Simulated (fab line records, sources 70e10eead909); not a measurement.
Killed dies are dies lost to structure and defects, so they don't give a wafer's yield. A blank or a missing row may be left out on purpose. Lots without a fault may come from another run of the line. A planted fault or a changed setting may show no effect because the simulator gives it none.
Chamber matching | flow nand_harc | NHARC_A_STAIRCASE_DEP_280 on pecvd-03: 3 sister chambers
The step deposits SiON, target thk 30 nm. 6 wafers are shown with their chamber, then 9 later ones without.

WAFERS WITH THEIR CHAMBER
wafer  | chamber | heater_power_w (W)
L076.6 | 2       | 771
L077.5 | 2       | 741
L083.6 | 1       | 709
L085.3 | 0       | 784
L085.5 | 0       | 796
L085.6 | 1       | 810

WAFERS WITHOUT THEIR CHAMBER
wafer  | heater_power_w (W)
L090.2 | 702
L090.3 | 701
L090.4 | 687
L094.3 | 720
L094.4 | 747
L094.6 | 749
L097.3 | 672
L097.4 | 738
L097.5 | 673

WHICH CHAMBER EACH WENT THROUGH
wafer  | from the rows above          | in truth
L090.2 | can't be placed: 2 or 1 or 0 | 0
L090.3 | can't be placed: 2 or 1 or 0 | 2
L090.4 | can't be placed: 2 or 1 or 0 | 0
L094.3 | can't be placed: 2 or 1 or 0 | 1
L094.4 | can't be placed: 2 or 1 or 0 | 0
L094.6 | can't be placed: 2 or 1 or 0 | 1
L097.3 | can't be placed: 2 or 1 or 0 | 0
L097.4 | can't be placed: 2 or 1 or 0 | 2
L097.5 | can't be placed: 2 or 1 or 0 | 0
Placed correctly: 0 of 9. Can't be placed from these rows: 9 (the true chamber is among the candidates in 9). Placed wrongly: 0.
How it was worked out, from the rows above alone: a wafer's distance from a chamber is the root of the sum, over the readings, of the square of ((its reading less the chamber's mean) divided by the reading's scatter). The wafer belongs to the nearest chamber; if the next one is less than 2 further off, it can't be placed. A chamber's mean is the mean of its shown wafers. The scatter: the root of (the sum of the squares of (reading less its chamber's mean) over the shown wafers, divided by (wafers less chambers)).
